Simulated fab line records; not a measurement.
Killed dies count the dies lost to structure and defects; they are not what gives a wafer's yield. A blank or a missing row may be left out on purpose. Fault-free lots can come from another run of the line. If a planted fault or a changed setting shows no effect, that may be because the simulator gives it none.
Which tool did it? | flow n5-finfet | 14 lots, 42 wafers sampled, at 3 steps of a route of 1938

WHAT THE GAUGES SHOWED, per wafer
N5_BEOL_M13_INSPECT_55: inspects for defects (darkfield).
lot  | measured     | on                | raw-defect-count
L437 | day 10 17:29 | defect-inspect-02 | 99 62 56
L439 | day 10 20:56 | defect-inspect-01 | 30 25 36
L440 | day 11 20:40 | defect-inspect-02 | 62 66 59
L441 | day 12 04:59 | defect-inspect-02 | 46 82 94
L444 | day 12 09:35 | defect-inspect-01 | 54 62 47
L443 | day 13 00:01 | defect-inspect-02 | 72 73 53
L445 | day 13 00:50 | defect-inspect-02 | 134 100 82
L450 | day 14 06:49 | defect-inspect-01 | 57 22 41
L456 | day 15 20:13 | defect-inspect-02 | 56 53 58
L453 | day 15 22:35 | defect-inspect-01 | 134 125 86
L455 | day 16 04:37 | defect-inspect-01 | 157 104 112
L457 | day 16 15:34 | defect-inspect-02 | 70 95 99
L458 | day 16 20:06 | defect-inspect-01 | 64 83 76
L459 | day 17 00:29 | defect-inspect-02 | 106 84 109

TOOL THAT RAN EACH LOT (tool first, then ch and the chambers of the sampled wafers, then the start)
lot  | N5_BEOL_M13_DESCUM_33              | N5_BEOL_M13_ETCH_68
L437 | rie-diel-03 ch 2,3, day 10 11:28   | rie-diel-03 ch 2,3, day 10 11:39
L439 | rie-diel-01 ch 1,2,3, day 10 18:14 | rie-diel-01 ch 1,2,3, day 10 18:25
L440 | rie-diel-03 ch 0,1,3, day 11 10:51 | rie-diel-03 ch 0,1,3, day 11 11:02
L441 | rie-diel-01 ch 0,3, day 12 02:00   | rie-diel-01 ch 0,3, day 12 02:11
L444 | rie-diel-06 ch 0,1, day 12 06:44   | rie-diel-06 ch 0,1, day 12 06:55
L443 | rie-diel-06 ch 1,2,3, day 12 19:19 | rie-diel-06 ch 1,2,3, day 12 19:29
L445 | rie-diel-03 ch 0,1,2, day 12 19:35 | rie-diel-03 ch 0,1,2, day 12 19:46
L450 | rie-diel-01 ch 0,1,2, day 14 03:21 | rie-diel-01 ch 0,1,2, day 14 03:32
L456 | rie-diel-01 ch 1,3, day 15 15:14   | rie-diel-01 ch 1,3, day 15 15:25
L453 | rie-diel-03 ch 0,1,3, day 15 15:47 | rie-diel-03 ch 0,1,3, day 15 15:58
L455 | rie-diel-06 ch 0,2,3, day 15 22:10 | rie-diel-06 ch 0,2,3, day 15 22:21
L457 | rie-diel-01 ch 0,2,3, day 16 12:26 | rie-diel-01 ch 0,2,3, day 16 12:37
L458 | rie-diel-03 ch 0,2,3, day 16 17:33 | rie-diel-03 ch 0,2,3, day 16 17:44
L459 | rie-diel-01 ch 1,3, day 16 17:49   | rie-diel-01 ch 1,3, day 16 18:00
- N5_BEOL_M13_DESCUM_33: chemistry O2, time 7.9 s.
- N5_BEOL_M13_ETCH_68: etches SOC in N2/H2, time 355 s.

AS READ BY THE TOOLS THEMSELVES (means over the sampled wafers that have a number; for cases with no such wafer, the mark the record gives instead)
N5_BEOL_M13_DESCUM_33.
lot  | tool        | drypump-motor-current-A (A) | oes-product-au (a.u.) | rf-vpp-V (V) | showerhead-plenum-p-Torr (Torr) | throttle-valve-pct (%)
L437 | rie-diel-03 | 6.1                         | 0.72                  | 243.6        | 2.08                            | 20.2
L439 | rie-diel-01 | 5.4                         | 0.80                  | 243.7        | 2.13                            | 20.6
L440 | rie-diel-03 | 6.1                         | 0.73                  | 243.2        | 2.05                            | 20.6
L441 | rie-diel-01 | 5.5                         | 0.71                  | 242.8        | 2.07                            | 20.8
L444 | rie-diel-06 | 6.5                         | 0.77                  | 242.7        | 2.06                            | 20.2
L443 | rie-diel-06 | 6.0                         | 0.85                  | 242.5        | 2.05                            | 20.3
L445 | rie-diel-03 | 6.2                         | 0.69                  | 243.2        | 2.09                            | 20.7
L450 | rie-diel-01 | 5.5                         | 0.84                  | 243.7        | 2.11                            | 20.5
L456 | rie-diel-01 | 5.4                         | 0.77                  | 243.9        | 2.08                            | 20.6
L453 | rie-diel-03 | 6.1                         | 0.70                  | 241.9        | 2.04                            | 20.6
L455 | rie-diel-06 | 6.0                         | 0.79                  | 241.9        | 1.97                            | 20.3
L457 | rie-diel-01 | 5.4                         | 0.77                  | 243.0        | 2.10                            | 20.7
L458 | rie-diel-03 | 5.9                         | 0.81                  | 243.2        | 2.08                            | 20.3
L459 | rie-diel-01 | 5.5                         | 0.81                  | 243.0        | 2.09                            | 20.5

N5_BEOL_M13_ETCH_68.
lot  | tool        | bias-w (W) | drypump-motor-current-A (A) | oes-product-au (a.u.) | rf-vpp-V (V) | showerhead-plenum-p-Torr (Torr) | throttle-valve-pct (%)
L437 | rie-diel-03 | 349.8      | 6.2                         | 0.71                  | 525          | 2.57                            | 17.80
L439 | rie-diel-01 | 349.5      | 5.4                         | 0.80                  | 526          | 2.59                            | 18.00
L440 | rie-diel-03 | 350.0      | 6.1                         | 0.72                  | 523          | 2.50                            | 17.93
L441 | rie-diel-01 | 349.9      | 5.5                         | 0.70                  | 523          | 2.53                            | 18.23
L444 | rie-diel-06 | 349.4      | 6.5                         | 0.78                  | 523          | 2.51                            | 17.64
L443 | rie-diel-06 | 350.0      | 6.0                         | 0.84                  | 523          | 2.50                            | 17.73
L445 | rie-diel-03 | 350.6      | 6.3                         | 0.68                  | 523          | 2.55                            | 18.04
L450 | rie-diel-01 | 350.5      | 5.5                         | 0.84                  | 525          | 2.56                            | 17.78
L456 | rie-diel-01 | 351.0      | 5.4                         | 0.77                  | 524          | 2.56                            | 18.22
L453 | rie-diel-03 | 350.4      | 6.2                         | 0.69                  | 522          | 2.49                            | 17.98
L455 | rie-diel-06 | 350.1      | 6.0                         | 0.78                  | 520          | 2.40                            | 17.70
L457 | rie-diel-01 | 350.6      | 5.4                         | 0.77                  | 524          | 2.56                            | 18.08
L458 | rie-diel-03 | 351.0      | 5.9                         | 0.80                  | 524          | 2.56                            | 17.83
L459 | rie-diel-01 | 350.6      | 5.5                         | 0.80                  | 525          | 2.56                            | 17.96

THE ANSWER, worked out from the rows above alone
Rule: the lots themselves supply what counts as usual. The widest of any qualifying gaps counts: lots, ordered by their means at a reading, are off when they make up no more than a third of the lots, leave a main group of 4 or more, and stand apart from it by 3 or more times the standard deviation of that group's means. The tables above print the reading to a certain number of digits; a main group whose means all agree to those digits is not used. Also off: a lot with no number at a reading for which 4 or more lots have one. The other lots that the step has rows for count as sound. After the gauges, taken in route order, come the tools' own readings; for these a lot's mean is taken, as printed above. At the first step where some lot is off, the reading lying furthest off is the one used; lots without a number count as furthest.
Across all readings shown, no lot is off: no conclusion can be drawn from this.

WHAT THE SIMULATOR HAD PUT IN
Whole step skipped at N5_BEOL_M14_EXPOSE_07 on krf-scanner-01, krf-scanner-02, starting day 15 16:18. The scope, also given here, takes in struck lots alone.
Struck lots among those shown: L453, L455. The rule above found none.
